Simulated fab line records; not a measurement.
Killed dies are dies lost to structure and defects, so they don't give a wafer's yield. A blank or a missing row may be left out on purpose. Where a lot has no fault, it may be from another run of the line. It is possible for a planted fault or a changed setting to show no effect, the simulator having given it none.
Check of tool commonality + flow nand harc + 32 wafers sampled across 11 lots

## REASON FOR OPENING
Flagged at NHARC_END_SORT_01: reading killed at array, on 1 of 11 lots. Fault-free wafers read 62, with a standard deviation of 22.
Rule: a lot gets a flag if all its wafers with a number sit over 4 standard deviations from that mean, or if no wafer of it has a number. The other lots count as sound.

| lot  | measured     | on        | killed at array, wafer by wafer | flag    |
|------|--------------|-----------|---------------------------------|---------|
| L591 | day 25 04:05 | prober-01 | 47 45 53                        |         |
| L592 | day 25 19:37 | prober-02 | 37 37 29                        |         |
| L595 | day 26 20:40 | prober-02 | 94 95 84                        |         |
| L594 | day 27 04:31 | prober-02 | 80 71 94                        |         |
| L593 | day 27 06:32 | prober-01 | 106 97 83                       |         |
| L596 | day 28 05:53 | prober-02 | 80 80 81                        |         |
| L602 | day 30 10:26 | prober-01 | 643 626                         | FLAGGED |
| L608 | day 32 05:26 | prober-02 | 63 75 67                        |         |
| L610 | day 33 19:40 | prober-01 | 24 27 32                        |         |
| L611 | day 35 08:51 | prober-02 | 107 77 68                       |         |
| L609 | day 35 09:43 | prober-01 | 32 40 49                        |         |
On average the flagged lots' numbers are 634, which is +572 against the usual, or +26 standard deviations.

## EACH LOT AND THE TOOL IT RAN ON
Before the reading, the record contains 4 process steps out of a 1302-step route. In each cell: the tool, then ch and the chambers that the sampled wafers went through, then the start.
| lot  | flag    | NHARC_A_STAIRCASE_ETCH_170                    | NHARC_A_STAIRCASE_TRIM_14                     | NHARC_A_STAIRCASE_ETCH_17          | NHARC_A_STAIRCASE_TRIM_18                     |
|------|---------|-----------------------------------------------|-----------------------------------------------|------------------------------------|-----------------------------------------------|
| L591 |         | rie diel-04 ch 1,2,3, day 16 16:51 or earlier | rie diel-05 ch 0,1,3, day 16 16:51 or earlier | rie diel-05 ch 1,2,3, day 16 16:51 | rie diel-05 ch 0,1,2, day 25 04:05 or earlier |
| L592 |         | rie diel-05 ch 1,2,3, day 17 01:19 or earlier | rie diel-04 ch 0,2,3, day 17 01:19 or earlier | rie diel-04 ch 0,1,3, day 17 01:19 | rie diel-04 ch 0,1,3, day 25 19:37 or earlier |
| L595 |         | rie diel-01 ch 1,2, day 18 08:01 or earlier   | rie diel-01 ch 0,2,3, day 18 08:01 or earlier | rie diel-01 ch 0,1,2, day 18 08:01 | rie diel-01 ch 1,2,3, day 26 20:40 or earlier |
| L594 |         | rie diel-01 ch 1,2,3, day 18 08:37 or earlier | rie diel-04 ch 0,1,3, day 18 08:37 or earlier | rie diel-04 ch 1,3, day 18 08:37   | rie diel-04 ch 0,1, day 27 04:31 or earlier   |
| L593 |         | rie diel-04 ch 1,2,3, day 18 14:16 or earlier | rie diel-05 ch 1,2, day 18 14:16 or earlier   | rie diel-05 ch 1,2,3, day 18 14:16 | rie diel-05 ch 0,1,2, day 27 06:32 or earlier |
| L596 |         | rie diel-01 ch 0,1, day 19 16:34 or earlier   | rie diel-05 ch 1,3, day 19 16:34 or earlier   | rie diel-05 ch 0,3, day 19 16:34   | rie diel-05 ch 1,3, day 28 05:53 or earlier   |
| L602 | FLAGGED | rie diel-01 ch 0,1, day 21 12:19 or earlier   | rie diel-01 ch 0,1, day 21 12:19 or earlier   | rie diel-01 ch 2,3, day 21 12:19   | rie diel-01 ch 0,3, day 30 10:26 or earlier   |
| L608 |         | rie diel-01 ch 0,2,3, day 24 00:03 or earlier | rie diel-04 ch 1,2,3, day 24 00:03 or earlier | rie diel-04 ch 0,1,3, day 24 00:03 | rie diel-04 ch 0,2,3, day 32 05:26 or earlier |
| L610 |         | rie diel-01 ch 0,1,2, day 25 02:55 or earlier | rie diel-04 ch 0,2,3, day 25 02:55 or earlier | rie diel-04 ch 1,2, day 25 02:55   | rie diel-04 ch 0,2, day 33 19:40 or earlier   |
| L611 |         | rie diel-04 ch 0,2,3, day 25 08:44            | rie diel-04 ch 0,1,2, day 25 11:37 or earlier | rie diel-04 ch 1,2,3, day 25 11:37 | rie diel-04 ch 0,1,2, day 35 08:51 or earlier |
| L609 |         | rie diel-01 ch 0,1, day 24 23:55 or earlier   | rie diel-01 ch 0,2,3, day 24 23:55 or earlier | rie diel-01 ch 0,1,2, day 24 23:55 | rie diel-01 ch 0,1,2, day 35 09:43 or earlier |
What these steps do:
- NHARC_A_STAIRCASE_ETCH_170: etches the open film in C4F6/O2, target depth 200 nm, time 66.667 s.
- NHARC_A_STAIRCASE_TRIM_14: chemistry O2, time 211.2 s.
- NHARC_A_STAIRCASE_ETCH_17: etches the open film in C4F8/O2, target depth 100 nm, time 40.5 s.
- NHARC_A_STAIRCASE_TRIM_18: chemistry O2, time 211.2 s.
- NHARC_END_SORT_01

## FLAGGED AGAINST TOTAL, ONE TOOL AT A TIME (gauges that did the reading follow at the end)
| step                       | tool        | lots run | flagged | share of the flagged lots | sound lots run after its first flagged lot |
|----------------------------|-------------|----------|---------|---------------------------|--------------------------------------------|
| NHARC_A_STAIRCASE_ETCH_170 | rie diel-01 | 7        | 1       | all                       | 3 (L608,L609,L610)                         |
| NHARC_A_STAIRCASE_ETCH_170 | rie diel-04 | 3        | 0       | none                      | -                                          |
| NHARC_A_STAIRCASE_ETCH_170 | rie diel-05 | 1        | 0       | none                      | -                                          |
| NHARC_A_STAIRCASE_TRIM_14  | rie diel-01 | 3        | 1       | all                       | 1 (L609)                                   |
| NHARC_A_STAIRCASE_TRIM_14  | rie diel-04 | 5        | 0       | none                      | -                                          |
| NHARC_A_STAIRCASE_TRIM_14  | rie diel-05 | 3        | 0       | none                      | -                                          |
| NHARC_A_STAIRCASE_ETCH_17  | rie diel-01 | 3        | 1       | all                       | 1 (L609)                                   |
| NHARC_A_STAIRCASE_ETCH_17  | rie diel-04 | 5        | 0       | none                      | -                                          |
| NHARC_A_STAIRCASE_ETCH_17  | rie diel-05 | 3        | 0       | none                      | -                                          |
| NHARC_A_STAIRCASE_TRIM_18  | rie diel-01 | 3        | 1       | all                       | 1 (L609)                                   |
| NHARC_A_STAIRCASE_TRIM_18  | rie diel-04 | 5        | 0       | none                      | -                                          |
| NHARC_A_STAIRCASE_TRIM_18  | rie diel-05 | 3        | 0       | none                      | -                                          |
| NHARC_END_SORT_01          | prober-01   | 5        | 1       | all                       | 2 (L610,L609)                              |
| NHARC_END_SORT_01          | prober-02   | 6        | 0       | none                      | -                                          |
NHARC_A_STAIRCASE_ETCH_170: start missing for some lots; hours and lot order therefore follow NHARC_A_STAIRCASE_ETCH_17. NHARC_A_STAIRCASE_TRIM_14: start missing for some lots; hours and lot order therefore follow NHARC_A_STAIRCASE_ETCH_17. NHARC_A_STAIRCASE_TRIM_18: start missing for some lots; hours and lot order therefore follow NHARC_END_SORT_01.

## WHAT THE TABLE ALLOWS
5 rows of the table ran every flagged lot: rie diel-01 at NHARC_A_STAIRCASE_ETCH_170, rie diel-01 at NHARC_A_STAIRCASE_TRIM_14, rie diel-01 at NHARC_A_STAIRCASE_ETCH_17, rie diel-01 at NHARC_A_STAIRCASE_TRIM_18, prober-01 at NHARC_END_SORT_01.
- rie diel-01 at NHARC_A_STAIRCASE_ETCH_170: 1 of its 7 lots flagged. Lots that were sound ran on it after the first flagged one (L608, L609, L610); a persistent fault on the entire tool would not allow that.
- rie diel-01 at NHARC_A_STAIRCASE_TRIM_14: 1 of its 3 lots flagged. Lots that were sound ran on it after the first flagged one (L609); a persistent fault on the entire tool would not allow that.
- rie diel-01 at NHARC_A_STAIRCASE_ETCH_17: 1 of its 3 lots flagged. Lots that were sound ran on it after the first flagged one (L609); a persistent fault on the entire tool would not allow that. Its own readings lie more than 4 standard deviations out on every wafer of the flagged lots: oes product au.
- rie diel-01 at NHARC_A_STAIRCASE_TRIM_18: 1 of its 3 lots flagged. Lots that were sound ran on it after the first flagged one (L609); a persistent fault on the entire tool would not allow that.
- prober-01 at NHARC_END_SORT_01: 1 of its 5 lots flagged. Lots that were sound ran on it after the first flagged one (L610, L609); a persistent fault on the entire tool would not allow that.
Not one row of the table ran every flagged lot while running no sound lot after the first.

## WHAT HAD BEEN PUT IN BY THE SIMULATOR
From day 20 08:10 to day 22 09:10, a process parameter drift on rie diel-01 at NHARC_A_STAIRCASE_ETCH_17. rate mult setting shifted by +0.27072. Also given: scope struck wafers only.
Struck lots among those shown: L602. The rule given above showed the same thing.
